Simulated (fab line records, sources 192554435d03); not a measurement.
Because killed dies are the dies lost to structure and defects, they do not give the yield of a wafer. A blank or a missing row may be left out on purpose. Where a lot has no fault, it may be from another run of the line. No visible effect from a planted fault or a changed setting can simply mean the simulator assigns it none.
Split-lot study || flow n5-finfet || 7 lots, 21 wafers read, on a route of 1938 steps

## SPLIT DETAILS
At N5_ZERO_LAYER_EXPOSE_08 (exposes mask ZERO, defocus 0 nm, target cd 2000 nm), the setting dose-mj was moved away from the recipe's 16.2 on 5 of the 21 wafers read, by -5.9% to -3.7%. For the rest of the wafers, this setting stayed at what the recipe calls for.

## FROM THE SPLIT TO THE READING: what the file shows between them, 3 steps
- N5_ZERO_LAYER_PEB_09
- N5_ZERO_LAYER_DEVELOP_10: develop time 60 s
- N5_ZERO_LAYER_HARDBAKE_23: time 120 s

## THE READING
cd-nm, in nm, at N5_ZERO_LAYER_CD_MEAS_11 (target cd 2000 nm). On this fab line, fault-free wafers typically give 1999.3 nm with a standard deviation of 2.5 nm.

{"wafer": "L075.3", "tool, chamber at the split": "krf-scanner-01, 0", "dose-mj as run": 15.6, "against the recipe": "-3.7%", "cd-nm, nm": 1991.1, "against lot-mates on the recipe": -9.8}
{"wafer": "L075.5", "tool, chamber at the split": "krf-scanner-01, 0", "dose-mj as run": 16.2, "against the recipe": "recipe", "cd-nm, nm": 2001.7, "against lot-mates on the recipe": "-"}
{"wafer": "L075.6", "tool, chamber at the split": "krf-scanner-01, 0", "dose-mj as run": 16.2, "against the recipe": "recipe", "cd-nm, nm": 2000.0, "against lot-mates on the recipe": "-"}
{"wafer": "L077.1", "tool, chamber at the split": "krf-scanner-01, 0", "dose-mj as run": 16.2, "against the recipe": "recipe", "cd-nm, nm": 1996.6, "against lot-mates on the recipe": "-"}
{"wafer": "L077.2", "tool, chamber at the split": "krf-scanner-01, 0", "dose-mj as run": 16.2, "against the recipe": "recipe", "cd-nm, nm": 1994.5, "against lot-mates on the recipe": "-"}
{"wafer": "L077.6", "tool, chamber at the split": "krf-scanner-01, 0", "dose-mj as run": 16.2, "against the recipe": "recipe", "cd-nm, nm": 2001.4, "against lot-mates on the recipe": "-"}
{"wafer": "L080.1", "tool, chamber at the split": "krf-scanner-01, 0", "dose-mj as run": 16.2, "against the recipe": "recipe", "cd-nm, nm": 2003.4, "against lot-mates on the recipe": "-"}
{"wafer": "L080.3", "tool, chamber at the split": "krf-scanner-01, 0", "dose-mj as run": 16.2, "against the recipe": "recipe", "cd-nm, nm": 1997.1, "against lot-mates on the recipe": "-"}
{"wafer": "L080.6", "tool, chamber at the split": "krf-scanner-01, 0", "dose-mj as run": 16.2, "against the recipe": "recipe", "cd-nm, nm": 1998.4, "against lot-mates on the recipe": "-"}
{"wafer": "L083.1", "tool, chamber at the split": "krf-scanner-02, 0", "dose-mj as run": 16.2, "against the recipe": "recipe", "cd-nm, nm": 1998.8, "against lot-mates on the recipe": "-"}
{"wafer": "L083.3", "tool, chamber at the split": "krf-scanner-02, 0", "dose-mj as run": 16.2, "against the recipe": "recipe", "cd-nm, nm": 1999.9, "against lot-mates on the recipe": "-"}
{"wafer": "L083.6", "tool, chamber at the split": "krf-scanner-02, 0", "dose-mj as run": 16.2, "against the recipe": "recipe", "cd-nm, nm": 2003.0, "against lot-mates on the recipe": "-"}
{"wafer": "L090.3", "tool, chamber at the split": "krf-scanner-01, 0", "dose-mj as run": 16.2, "against the recipe": "recipe", "cd-nm, nm": 2001.3, "against lot-mates on the recipe": "-"}
{"wafer": "L090.5", "tool, chamber at the split": "krf-scanner-01, 0", "dose-mj as run": 15.35, "against the recipe": "-5.2%", "cd-nm, nm": 1989.6, "against lot-mates on the recipe": -13.8}
{"wafer": "L090.6", "tool, chamber at the split": "krf-scanner-01, 0", "dose-mj as run": 16.2, "against the recipe": "recipe", "cd-nm, nm": 2005.4, "against lot-mates on the recipe": "-"}
{"wafer": "L091.2", "tool, chamber at the split": "krf-scanner-01, 0", "dose-mj as run": 15.32, "against the recipe": "-5.4%", "cd-nm, nm": 1989.6, "against lot-mates on the recipe": -7.5}
{"wafer": "L091.5", "tool, chamber at the split": "krf-scanner-01, 0", "dose-mj as run": 15.32, "against the recipe": "-5.4%", "cd-nm, nm": 1983.9, "against lot-mates on the recipe": -13.2}
{"wafer": "L091.6", "tool, chamber at the split": "krf-scanner-01, 0", "dose-mj as run": 16.2, "against the recipe": "recipe", "cd-nm, nm": 1997.1, "against lot-mates on the recipe": "-"}
{"wafer": "L095.2", "tool, chamber at the split": "krf-scanner-01, 0", "dose-mj as run": 15.24, "against the recipe": "-5.9%", "cd-nm, nm": 1986.0, "against lot-mates on the recipe": -15.3}
{"wafer": "L095.3", "tool, chamber at the split": "krf-scanner-01, 0", "dose-mj as run": 16.2, "against the recipe": "recipe", "cd-nm, nm": 2002.8, "against lot-mates on the recipe": "-"}
{"wafer": "L095.6", "tool, chamber at the split": "krf-scanner-01, 0", "dose-mj as run": 16.2, "against the recipe": "recipe", "cd-nm, nm": 1999.9, "against lot-mates on the recipe": "-"}

FIT RESULTS
A straight line over all 21 wafers: cd-nm changes by +2.34 nm for each +1% of dose-mj; r = +0.89; the points scatter about the line by 2.8 nm.
The same after taking each lot's own level away (the mean of its wafers on the recipe; 21 wafers): +2.3 nm for each +1%; r = +0.92; scatter 2.3 nm.
The reading moves by 14 nm for the largest change in dose-mj, on that fit.
Across the lots, their own levels run from 1997.10 to 2003.35 nm, a range of 2.5 times the standard deviation given above.
So the lot-to-lot level changes the slope little: the two slopes agree.
Check: -13 nm against its lot-mates is what the line predicts for one of the wafers moved furthest among these (-5.9%) when that wafer is left out of the fit. It came out at -15.3 nm against them.

## OTHER SPLITS ON THESE WAFERS
These wafers also went through other splits before the reading. Each is held against what the fit with the lots' levels taken away leaves over:
{"other split on the same wafers": "N5_ZERO_LAYER_PECVD_02 time-s", "wafers away from the commonest value": 6, "r with cd-nm (lot level and that fit taken away)": "+0.05"}

## THE WHOLE CHAIN: every reading that the file lists as answering this split, in the file's order
{"step": "N5_ZERO_LAYER_CD_MEAS_11", "what it does": "target cd 2000 nm", "reading": "cd-nm", "change (the file's fit)": "+2.41 nm for each +1% of the setting", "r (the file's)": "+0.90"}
{"step": "N5_ZERO_LAYER_DESCUM_16", "what it does": "chemistry O2, time 7.9 s", "reading": "ZERO_LAYER.cd-nm (the simulator's own value, which no gauge read)", "change (the file's fit)": "+2.43 nm for each +1% of the setting", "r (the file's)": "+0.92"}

## THE FILE'S OWN FIT
cd-nm changes by +2.41 nm for each +1% of dose-mj, r = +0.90.
